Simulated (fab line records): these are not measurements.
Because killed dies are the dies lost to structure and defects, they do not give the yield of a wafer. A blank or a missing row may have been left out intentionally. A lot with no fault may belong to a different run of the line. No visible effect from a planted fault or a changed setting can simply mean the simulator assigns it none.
A struck lot beside a sound one	flow n5-finfet	14 steps out of a route of 1938
Sound: the wafers L455.1, L455.2, L455.5. Struck: wafers L465.1, L465.2, L465.5. The cause is named last.
Each step with rows lists, per side, the tool, then ch with its chambers, then its first start. Under that, the readings that differ: sound wafers	struck wafers	difference of the means	sigmas: that difference in standard deviations of wafers without a fault.
alike: a reading whose means differ by less than 2 such deviations, as well as words and numbers matching on both sides. not compared: withheld readings; readings where some wafer has no value; bounds like >300 that might hide an equal value; numbers whose values overlap and for which the record gives no deviation.
Wherever a step has rows on one side only, a row that says differs or no value, or a row with sigmas, the two part there. Numbers that have no deviation but don't overlap get no sigmas and don't part them. A reading that every wafer of one side lacks parts them only if that side has two wafers or more.

first, 2 steps without rows for these wafers: N5_BEOL_M10_PRECLEAN_42 (cleans in residue remover, time 60 s); N5_BEOL_M10_SRD_43 (time 30 s).
N5_BEOL_M10_CD_MEAS_35: the cd target is 70 nm.
  sound on cd-sem-02 at day 13 06:56; struck on cd-sem-01 at day 15 05:01
  alike: cd-nm
then, 1 step without rows for these wafers: N5_BEOL_M10_CURE_72 (cures SiCOH lowk, time 120 s).
N5_BEOL_M10_DEGAS_44: time 60 s.
  sound on pvd-sputter-01 at day 13 07:45; struck on pvd-sputter-03 at day 15 05:44
  alike: heater-power-w
then, 1 step without rows for these wafers: N5_BEOL_M10_PRE_CLEAN_45 (time 30 s).
N5_BEOL_M10_ALD_74: deposits TaN, target thk 2 nm, pulse time 2 s, purge time 3 s.
  sound on ald-metal-03 ch 0,3, day 13 07:51; struck on ald-metal-02 ch 0,2,3, day 15 05:52
  alike: heater-power-w
  not compared: since-wet-clean-h
N5_BEOL_M10_SURFACE_TREAT_76:
  sound on pvd-sputter-01 at day 13 08:11; struck on pvd-sputter-02 at day 15 06:28
  not compared: throttle-valve-pct
then, 1 step without rows for these wafers: N5_BEOL_M10_CVD_75 (deposits Co from CCTBA/H2, target thk 2 nm, time 138.9 s).
N5_BEOL_M10_SPUTTER_48: material Cu, target thk 12 nm, time 2 s.
  sound on pvd-sputter-01 at day 13 08:26; struck on pvd-sputter-02 at day 15 06:42
  alike: throttle-valve-pct
then, 1 step without rows for these wafers: N5_BEOL_M10_ECD_50 (material Cu, target thk 318 nm).
N5_BEOL_M10_ANNEAL_51: time 90 s.
  sound on rtp-anneal-02 ch 0, day 13 08:40; struck on rtp-anneal-01 ch 0, day 15 06:56
  alike: wafer_temp_C_max
N5_BEOL_M10_CMP_52: polishes, stops on SiCOH lowk, t overpolish 7 s, target thk 140 nm.
  sound on cmp-04 ch 2,3, day 13 08:57; struck on cmp-04 ch 0,1, day 15 07:13
reading	sound	struck	difference	sigmas
platen-rpm (rpm)	49.99 50.00 49.98	51.99 51.95 51.99	+1.99	+55
  alike: barrier-field-endpoint-s, motor-current-A, overpolish-run-s, time-to-endpoint-s
-- here the record skips 2 days between the struck wafers' starts before and after, leaving off in module BEOL_M10 and picking up in module PASSIVATION (first step shown: number 1936 of the route) --
N5_PASSIVATION_PROBE_49:
  sound on prober-02 at day 15 09:08; struck on prober-02 at day 17 07:58
reading	sound	struck	difference	sigmas
killed-at-contacts	22 24 20	4 4 8	-17	-3
  alike: defect-limited-yield, killed_at_M0_to_M3, killed_at_M4_up, killed-at-front-end, killed-at-other, killed-dies, killed-on-rim, killed-open, killed-short, sort_bin_5_function, sort_bin_6_memory, sort_bin_8_speed, sort-n-pass, sort-yield-pct

WHERE THEY PART
At N5_BEOL_M10_CMP_52 first; at N5_PASSIVATION_PROBE_49 last (within this record only).

WHY: whatever the simulator had introduced
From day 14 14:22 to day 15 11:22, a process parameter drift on cmp-04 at N5_BEOL_M10_CMP_52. Setting platen-rpm shifted by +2 from 50. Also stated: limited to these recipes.
